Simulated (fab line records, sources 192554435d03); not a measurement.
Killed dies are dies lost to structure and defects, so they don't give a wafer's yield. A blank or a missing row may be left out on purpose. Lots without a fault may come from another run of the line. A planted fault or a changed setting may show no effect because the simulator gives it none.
Split-lot experiment | flow n5_finfet | 7 lots, 21 wafers read, on a route of 1938 steps

THE SPLIT
At N5_SD_EPI_P_COAT_34 (time 60 s, resist thk 350 nm), the setting spin_rpm was moved away from the recipe's 1500 rpm on 3 of the 21 wafers read, by +3.7% to +9.0%. The other wafers ran this setting at the recipe's value.

The reading is taken at the split's own step.

THE READING
SOC_of_SD_EPI_P_COAT_34.thk_nm (the simulator's own value, which no gauge read), in nm, at N5_SD_EPI_P_COAT_34 (time 60 s, resist thk 350 nm). The file gives no usual value for it. The 18 wafers here that ran the recipe average 350.3 nm, standard deviation 0.91 nm.

wafer  | tool, chamber at the split | spin_rpm as run, rpm | against the recipe | SOC_of_SD_EPI_P_COAT_34.thk_nm, nm | against lot-mates on the recipe
L075.4 | litho_track-04, 0          | 1500                 | recipe             | 350                                | -
L075.5 | litho_track-04, 0          | 1635                 | +9.0%              | 334.4                              | -15.3
L075.6 | litho_track-04, 0          | 1500                 | recipe             | 349.4                              | -
L080.2 | litho_track-05, 0          | 1500                 | recipe             | 352                                | -
L080.4 | litho_track-05, 0          | 1500                 | recipe             | 350.4                              | -
L080.6 | litho_track-05, 0          | 1500                 | recipe             | 351.2                              | -
L087.1 | litho_track-05, 0          | 1556                 | +3.7%              | 344.2                              | -5.4
L087.2 | litho_track-05, 0          | 1556                 | +3.7%              | 343.4                              | -6.2
L087.5 | litho_track-05, 0          | 1500                 | recipe             | 349.6                              | -
L091.1 | litho_track-05, 0          | 1500                 | recipe             | 352                                | -
L091.3 | litho_track-05, 0          | 1500                 | recipe             | 350.8                              | -
L091.5 | litho_track-05, 0          | 1500                 | recipe             | 350.8                              | -
L092.2 | litho_track-04, 0          | 1500                 | recipe             | 350.6                              | -
L092.3 | litho_track-04, 0          | 1500                 | recipe             | 351                                | -
L092.4 | litho_track-04, 0          | 1500                 | recipe             | 350.4                              | -
L095.1 | litho_track-05, 0          | 1500                 | recipe             | 349                                | -
L095.4 | litho_track-05, 0          | 1500                 | recipe             | 350.4                              | -
L095.6 | litho_track-05, 0          | 1500                 | recipe             | 349.2                              | -
L096.1 | litho_track-01, 0          | 1500                 | recipe             | 349.4                              | -
L096.2 | litho_track-01, 0          | 1500                 | recipe             | 350.2                              | -
L096.5 | litho_track-01, 0          | 1500                 | recipe             | 348.8                              | -

THE FIT
A straight line over all 21 wafers: SOC_of_SD_EPI_P_COAT_34.thk_nm changes by -1.76 nm for each +1% of spin_rpm; r = -0.98; the points scatter about the line by 0.9 nm.
The same after taking each lot's own level away (the mean of its wafers on the recipe; 21 wafers): -1.67 nm for each +1%; r = -0.99; scatter 0.54 nm.
On that fit, the largest move of spin_rpm shifts the reading by 15 nm.
The lots' own levels span 349.47 to 351.20 nm, that is 1.9 times the standard deviation above.
So the lot-to-lot level changes the slope little: the two slopes agree.
Check: with one of the wafers moved furthest among these (+9.0%) left out of the fit, the line predicts -14 nm for it against its lot-mates. It came out at -15.3 nm against them.

OTHER SPLITS ON THESE WAFERS
These wafers also went through other splits before the reading. Each is held against what the fit with the lots' levels taken away leaves over:
other split on the same wafers          | wafers away from the commonest value | r with SOC_of_SD_EPI_P_COAT_34.thk_nm (lot level and that fit taken away)
N5_ZERO_LAYER_PECVD_02 time_s           | 8                                    | -0.14
N5_ZERO_LAYER_COAT_05 spin_rpm          | 5                                    | -0.36
N5_ZERO_LAYER_EXPOSE_08 dose_mj         | 7                                    | +0.09
N5_ZERO_LAYER_DEVELOP_10 develop_time_s | 8                                    | -0.19
N5_FIN_SAQP_MANDREL_ETCH_22 icp_w       | 5                                    | +0.16
N5_FIN_SAQP_SPACER1_ALD_24 ald_cycles   | 4                                    | +0.30
N5_DUMMY_GATE_COAT_28 spin_rpm          | 8                                    | +0.01

THE FILE'S OWN FIT
SOC_of_SD_EPI_P_COAT_34.thk_nm changes by -1.68 nm for each +1% of spin_rpm, r = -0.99.
